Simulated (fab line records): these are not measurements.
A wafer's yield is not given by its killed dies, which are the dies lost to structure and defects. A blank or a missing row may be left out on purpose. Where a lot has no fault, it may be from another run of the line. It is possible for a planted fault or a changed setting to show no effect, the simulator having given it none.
Chamber matching + flow nand-harc + NHARC_A_CONTACT_DESCUM_74 on rie-diel-07: 4 sister chambers
The step chemistry O2, time 3 s. 24 wafers are shown with their chamber, then 12 later ones without.

== WAFERS, EACH WITH ITS CHAMBER ==
| wafer  | chamber | showerhead-plenum-p-Torr (Torr) | drypump-motor-current-A (A) | oes-product-au (a.u.) |
|--------|---------|---------------------------------|-----------------------------|-----------------------|
| L074.3 | 1       | 1.99                            | 5.9                         | 1.002                 |
| L074.5 | 0       | 1.82                            | 6.3                         | 0.994                 |
| L074.6 | 1       | 1.99                            | 5.9                         | 0.993                 |
| L075.2 | 3       | 2.01                            | 5.6                         | 1.001                 |
| L075.5 | 1       | 1.99                            | 5.9                         | 0.999                 |
| L075.6 | 0       | 1.82                            | 6.3                         | 0.998                 |
| L077.2 | 0       | 1.82                            | 6.3                         | 0.990                 |
| L077.5 | 3       | 2.01                            | 5.6                         | 1.005                 |
| L077.6 | 0       | 1.82                            | 6.3                         | 1.010                 |
| L079.1 | 0       | 1.82                            | 6.3                         | 0.992                 |
| L079.3 | 2       | 1.94                            | 6.1                         | 0.998                 |
| L079.5 | 1       | 1.99                            | 5.9                         | 1.009                 |
| L081.1 | 2       | 1.94                            | 6.1                         | 1.004                 |
| L081.3 | 1       | 1.98                            | 5.9                         | 0.991                 |
| L081.6 | 1       | 1.98                            | 5.9                         | 1.004                 |
| L085.2 | 0       | 1.82                            | 6.3                         | 0.997                 |
| L085.3 | 1       | 1.98                            | 5.9                         | 1.000                 |
| L085.4 | 2       | 1.94                            | 6.1                         | 1.006                 |
| L082.2 | 2       | 1.94                            | 6.1                         | 0.996                 |
| L082.4 | 1       | 1.98                            | 5.8                         | 0.991                 |
| L082.6 | 1       | 1.98                            | 5.9                         | 0.993                 |
| L093.2 | 3       | 2.01                            | 5.6                         | 1.011                 |
| L093.3 | 0       | 1.82                            | 6.3                         | 0.998                 |
| L093.5 | 0       | 1.82                            | 6.3                         | 1.001                 |

SIGNATURES, as means of the wafers listed above
| reading                  | chamber 0 | chamber 1 | chamber 2 | chamber 3 | scatter within a chamber |
|--------------------------|-----------|-----------|-----------|-----------|--------------------------|
| showerhead-plenum-p-Torr | 1.8200    | 1.9844    | 1.9400    | 2.0100    | 0.00333                  |
| drypump-motor-current-A  | 6.300     | 5.889     | 6.100     | 5.600     | 0.0211                   |
| oes-product-au           | 0.99750   | 0.99800   | 1.00100   | 1.00567   | 0.00597                  |
Rule: distance of a wafer from a chamber = root of the sum over the readings of ((wafer's reading minus chamber's mean) / reading's scatter) squared. If the next closest chamber is less than 2 further off than the closest, the wafer can't be placed; otherwise it belongs to the closest. The scatter: take each reading less its chamber's mean, square it, sum over the shown wafers, divide by the number of wafers less the number of chambers, and take the root.

== WAFERS WITHOUT THEIR CHAMBER ==
| wafer  | showerhead-plenum-p-Torr (Torr) | drypump-motor-current-A (A) | oes-product-au (a.u.) |
|--------|---------------------------------|-----------------------------|-----------------------|
| L092.1 | 1.98                            | 5.9                         | 1.004                 |
| L092.4 | 1.93                            | 6.1                         | 1.000                 |
| L092.6 | 2.00                            | 5.6                         | 1.000                 |
| L095.1 | 1.98                            | 5.9                         | 1.001                 |
| L095.4 | 2.00                            | 5.6                         | 0.999                 |
| L095.5 | 1.81                            | 6.3                         | 1.001                 |
| L097.3 | 1.93                            | 6.1                         | 0.982                 |
| L097.4 | 2.00                            | 5.6                         | 0.995                 |
| L097.6 | 1.93                            | 6.1                         | 0.999                 |
| L096.2 | 1.93                            | 6.1                         | 0.994                 |
| L096.3 | 2.00                            | 5.6                         | 0.998                 |
| L096.6 | 1.93                            | 6.1                         | 0.986                 |

== EACH ONE'S CHAMBER ==
| wafer  | from the rows above | in truth |
|--------|---------------------|----------|
| L092.1 | 1                   | 1        |
| L092.4 | 2                   | 2        |
| L092.6 | 3                   | 3        |
| L095.1 | 1                   | 1        |
| L095.4 | 3                   | 3        |
| L095.5 | 0                   | 0        |
| L097.3 | 2                   | 2        |
| L097.4 | 3                   | 3        |
| L097.6 | 2                   | 2        |
| L096.2 | 2                   | 2        |
| L096.3 | 3                   | 3        |
| L096.6 | 2                   | 2        |
Correctly placed: 12 of 12. From these rows, 0 cannot be placed. Wrongly placed: 0.
